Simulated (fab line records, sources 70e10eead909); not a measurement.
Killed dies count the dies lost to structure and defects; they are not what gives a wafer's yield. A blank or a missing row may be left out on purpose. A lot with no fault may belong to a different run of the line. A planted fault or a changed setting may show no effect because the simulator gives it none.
Which tool was responsible?    flow nandHarc    15 lots, 45 wafers sampled, at 2 steps of a route of 1159

WHAT THE GAUGES READ, wafer by wafer
NHARC_P_CONTACT_OVL_MEAS_13. Usual: overlayXNm -0.3 nm, standard deviation 0.86; overlayYNm 0.2 nm, standard deviation 0.81.
lot   measured      on          overlayXNm (nm)  overlayYNm (nm)  flag
L958  day 5 16:43   overlay-01  -0.2 -0.4 -0.7   -0.5 -0.6 -0.4   
L960  day 6 01:04   overlay-02  -1.1 -0.9 -1.1   1.1 0.4 0.7      
L959  day 6 03:35   overlay-02  -0.7 -0.9 -1.1   0.2 -0.7 0.3     
L963  day 6 20:13   overlay-01  -1.3 -2.1 -1.5   1.4 1.7 1.4      
L961  day 6 20:52   overlay-01  0.3 0.6 0.4      0.6 0.8 0.2      
L962  day 6 21:31   overlay-01  -0.3 0.0 0.0     0.4 0.5 -0.5     
L964  day 7 08:07   overlay-01  -1.4 -0.9 -1.2   0.8 0.7 0.7      
L966  day 7 13:47   overlay-02  -0.3 -0.2 -0.5   0.3 0.0 0.8      
L967  day 8 04:59   overlay-01  0.4 1.2 0.3      -0.7 -0.9 -0.3   
L969  day 8 16:04   overlay-01  0.0 0.2 0.2      0.4 0.6 0.1      
L971  day 8 16:50   overlay-02  0.0 0.4 0.5      -1.5 -1.1 -1.0   
L972  day 9 11:50   overlay-02  -0.4 -0.2 0.1    0.8 1.0 0.9      
L977  day 10 14:12  overlay-02  1.6 1.5 1.2      0.7 0.4 0.2      
L978  day 10 20:21  overlay-01  -0.5 -0.6 -0.7   1.0 0.6 0.1      
L979  day 11 01:11  overlay-02  0.6 -0.1 0.6     0.5 0.6 0.3      

EACH LOT AND THE TOOL THAT RAN IT (in order: tool; ch and the chambers of the sampled wafers; start)
lot   NHARC_P_GATE_RTA_64
L958  rtpAnneal-01 ch 0, day 5 13:44
L960  rtpAnneal-02 ch 0, day 5 22:14
L959  rtpAnneal-01 ch 0, day 6 00:25
L963  rtpAnneal-01 ch 0, day 6 17:15
L961  rtpAnneal-01 ch 0, day 6 18:01
L962  rtpAnneal-01 ch 0, day 6 18:36
L964  rtpAnneal-02 ch 0, day 7 05:12
L966  rtpAnneal-02 ch 0, day 7 10:50
L967  rtpAnneal-02 ch 0, day 8 01:53
L969  rtpAnneal-01 ch 0, day 8 13:07
L971  rtpAnneal-02 ch 0, day 8 13:55
L972  rtpAnneal-02 ch 0, day 9 08:55
L977  rtpAnneal-01 ch 0, day 10 11:13
L978  rtpAnneal-01 ch 0, day 10 17:25
L979  rtpAnneal-01 ch 0, day 10 22:10
- NHARC_P_GATE_RTA_64: time 1 s.

WHAT THE TOOLS THEMSELVES READ (means of the sampled wafers that have a number; where no wafer has one, the mark that the record gives instead)
NHARC_P_GATE_RTA_64. Usual: lampPowerPct 35.52 %, standard deviation 0.18; lamp_zone_3_pct 35.52 %, standard deviation 0.18; lamp_zone_4_pct 35.52 %, standard deviation 0.18; wafer_temp_C_max 1054.7, standard deviation 1.
lot   tool          lampPowerPct (%)  lamp_zone_3_pct (%)  lamp_zone_4_pct (%)  wafer_temp_C_max  flag
L958  rtpAnneal-01  35.36             35.34                35.33                1054.6            
L960  rtpAnneal-02  35.70             35.68                35.68                1055.9            
L959  rtpAnneal-01  35.30             35.29                35.29                1054.7            
L963  rtpAnneal-01  35.34             35.36                35.32                1055.2            
L961  rtpAnneal-01  35.34             35.32                35.35                1055.1            
L962  rtpAnneal-01  35.35             35.36                35.33                1053.9            
L964  rtpAnneal-02  35.69             35.68                35.72                1054.5            
L966  rtpAnneal-02  35.70             35.68                35.72                1054.7            
L967  rtpAnneal-02  35.69             35.68                35.72                1054.2            
L969  rtpAnneal-01  35.29             35.37                35.30                1054.6            
L971  rtpAnneal-02  35.67             35.68                35.64                1054.4            
L972  rtpAnneal-02  35.65             35.70                35.68                1054.5            
L977  rtpAnneal-01  35.32             35.29                35.34                1053.9            
L978  rtpAnneal-01  35.31             35.34                35.33                1053.9            
L979  rtpAnneal-01  35.29             35.28                35.27                1054.8            

THE ANSWER, worked out from the rows above alone
Rule: take the mean of a lot's wafers that have a number; if it is more than 3 standard deviations from the usual mean, the lot is off. A lot without any number at a reading at which 4 lots or more have one is off too. The other lots that the step has rows for count as sound. First the gauges in route order, then the tools' own readings, where a lot's mean is used as printed above. At the first step where some lot is off, the reading lying furthest off is the one used; lots without a number count as furthest.
No lot is off on any of the readings shown, so nothing can be concluded from this.

WHAT THE SIMULATOR HAD INSERTED
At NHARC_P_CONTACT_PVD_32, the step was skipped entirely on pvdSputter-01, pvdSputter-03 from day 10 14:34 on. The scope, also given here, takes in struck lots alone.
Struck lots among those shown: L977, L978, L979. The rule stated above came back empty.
